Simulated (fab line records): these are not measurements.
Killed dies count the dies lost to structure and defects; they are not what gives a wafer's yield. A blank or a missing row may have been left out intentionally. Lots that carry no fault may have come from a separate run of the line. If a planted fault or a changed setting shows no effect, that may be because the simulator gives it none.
Chamber matching | flow n5_finfet | 3 sister chambers for N5_BEOL_M11_DEP_56 on pecvd-01
The step deposits SiCN from 3MS/NH3, target thk 30 nm, time 10.5 s. 6 wafers are shown with their chamber, then 7 later ones without.

== EACH WAFER AND ITS CHAMBER ==
wafer  | chamber | throttle_valve_pct (%) | showerhead_plenum_p_Torr (Torr)
L075.6 | 0       | 16.5                   | 4.20
L082.5 | 2       | 17.8                   | 4.12
L084.5 | 1       | 18.6                   | 4.14
L084.6 | 0       | 16.6                   | 4.21
L086.1 | 2       | 17.8                   | 4.13
L086.2 | 1       | 18.8                   | 4.14

== WAFERS MISSING THEIR CHAMBER ==
wafer  | throttle_valve_pct (%) | showerhead_plenum_p_Torr (Torr)
L086.4 | 18.5                   | 4.15
L092.4 | 18.5                   | 4.14
L092.5 | 17.4                   | 4.13
L092.6 | 16.2                   | 4.19
L095.1 | 16.4                   | 4.19
L095.3 | 18.4                   | 4.14
L095.5 | 18.4                   | 4.14

== CHAMBER TAKEN BY EACH ==
wafer  | from the rows above | in truth
L086.4 | 1                   | 1
L092.4 | 1                   | 1
L092.5 | 2                   | 2
L092.6 | 0                   | 0
L095.1 | 0                   | 0
L095.3 | 1                   | 1
L095.5 | 1                   | 1
7 of 7 placed correctly. Number that these rows cannot place: 0. Placed wrongly: 0.
How it was worked out, from the rows above alone: a wafer's distance from a chamber is the root of the sum, over the readings, of the square of ((its reading less the chamber's mean) divided by the reading's scatter). The wafer belongs to the nearest chamber; if the next one is less than 2 further off, it can't be placed. For every chamber, the mean is computed from those of its wafers that are shown. The scatter: the root of (the sum of the squares of (reading less its chamber's mean) over the shown wafers, divided by (wafers less chambers)).
